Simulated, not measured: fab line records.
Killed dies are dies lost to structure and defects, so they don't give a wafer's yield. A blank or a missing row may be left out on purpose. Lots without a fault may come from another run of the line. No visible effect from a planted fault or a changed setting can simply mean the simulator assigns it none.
Chamber matching || flow n5 finfet || N5_HKMG_FIN_NWFM_ALD_20 on ald metal-01: 4 sister chambers
The step deposits TiAlC, target thk 2 nm, pulse time 3 s, purge time 2 s. 14 wafers are shown with their chamber, then 7 later ones without.

## EACH WAFER AND ITS CHAMBER
{"wafer": "L075.1", "chamber": 3, "heater power w (W)": 398, "precursor pulse height rel": 0.980}
{"wafer": "L075.4", "chamber": 2, "heater power w (W)": 538, "precursor pulse height rel": 0.954}
{"wafer": "L075.5", "chamber": 3, "heater power w (W)": 398, "precursor pulse height rel": 0.992}
{"wafer": "L077.2", "chamber": 0, "heater power w (W)": 399, "precursor pulse height rel": 1.014}
{"wafer": "L077.3", "chamber": 2, "heater power w (W)": 553, "precursor pulse height rel": 1.017}
{"wafer": "L077.6", "chamber": 2, "heater power w (W)": 562, "precursor pulse height rel": 1.008}
{"wafer": "L081.1", "chamber": 2, "heater power w (W)": 556, "precursor pulse height rel": 0.993}
{"wafer": "L081.3", "chamber": 0, "heater power w (W)": 393, "precursor pulse height rel": 0.964}
{"wafer": "L081.6", "chamber": 2, "heater power w (W)": 555, "precursor pulse height rel": 1.022}
{"wafer": "L090.1", "chamber": 3, "heater power w (W)": 408, "precursor pulse height rel": 0.998}
{"wafer": "L090.4", "chamber": 0, "heater power w (W)": 396, "precursor pulse height rel": 0.989}
{"wafer": "L090.5", "chamber": 1, "heater power w (W)": 468, "precursor pulse height rel": 1.007}
{"wafer": "L093.3", "chamber": 0, "heater power w (W)": 394, "precursor pulse height rel": 1.019}
{"wafer": "L093.5", "chamber": 2, "heater power w (W)": 549, "precursor pulse height rel": 1.019}

SIGNATURES (means of the wafers above)
{"reading": "heater power w", "chamber 0": 395.50, "chamber 1": 468.00, "chamber 2": 552.17, "chamber 3": 401.33, "scatter within a chamber": 6.47}
{"reading": "precursor pulse height rel", "chamber 0": 0.99650, "chamber 1": 1.00700, "chamber 2": 1.00217, "chamber 3": 0.99000, "scatter within a chamber": 0.0233}
Rule: a wafer's distance from a chamber is the root of the sum, over the readings, of the square of ((its reading less the chamber's mean) divided by the reading's scatter). The wafer belongs to the nearest chamber; if the next one is less than 2 further off, it can't be placed. The scatter: the root of (the sum of the squares of (reading less its chamber's mean) over the shown wafers, divided by (wafers less chambers)).

## WAFERS WHOSE CHAMBER IS MISSING
{"wafer": "L093.6", "heater power w (W)": 476, "precursor pulse height rel": 0.984}
{"wafer": "L097.1", "heater power w (W)": 396, "precursor pulse height rel": 1.004}
{"wafer": "L097.2", "heater power w (W)": 402, "precursor pulse height rel": 0.974}
{"wafer": "L097.3", "heater power w (W)": 553, "precursor pulse height rel": 0.980}
{"wafer": "L097.4", "heater power w (W)": 488, "precursor pulse height rel": 0.982}
{"wafer": "L097.5", "heater power w (W)": 556, "precursor pulse height rel": 1.013}
{"wafer": "L097.6", "heater power w (W)": 401, "precursor pulse height rel": 1.003}

## EACH ONE'S CHAMBER
{"wafer": "L093.6", "from the rows above": 1, "in truth": 1}
{"wafer": "L097.1", "from the rows above": "can't be placed: 0 or 3", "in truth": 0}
{"wafer": "L097.2", "from the rows above": "can't be placed: 3 or 0", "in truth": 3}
{"wafer": "L097.3", "from the rows above": 2, "in truth": 2}
{"wafer": "L097.4", "from the rows above": 1, "in truth": 1}
{"wafer": "L097.5", "from the rows above": 2, "in truth": 2}
{"wafer": "L097.6", "from the rows above": "can't be placed: 3 or 0", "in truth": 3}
Placed correctly: 4 of 7. These rows do not allow placing 3 (true chamber among the candidates in 3). 0 placed wrongly.
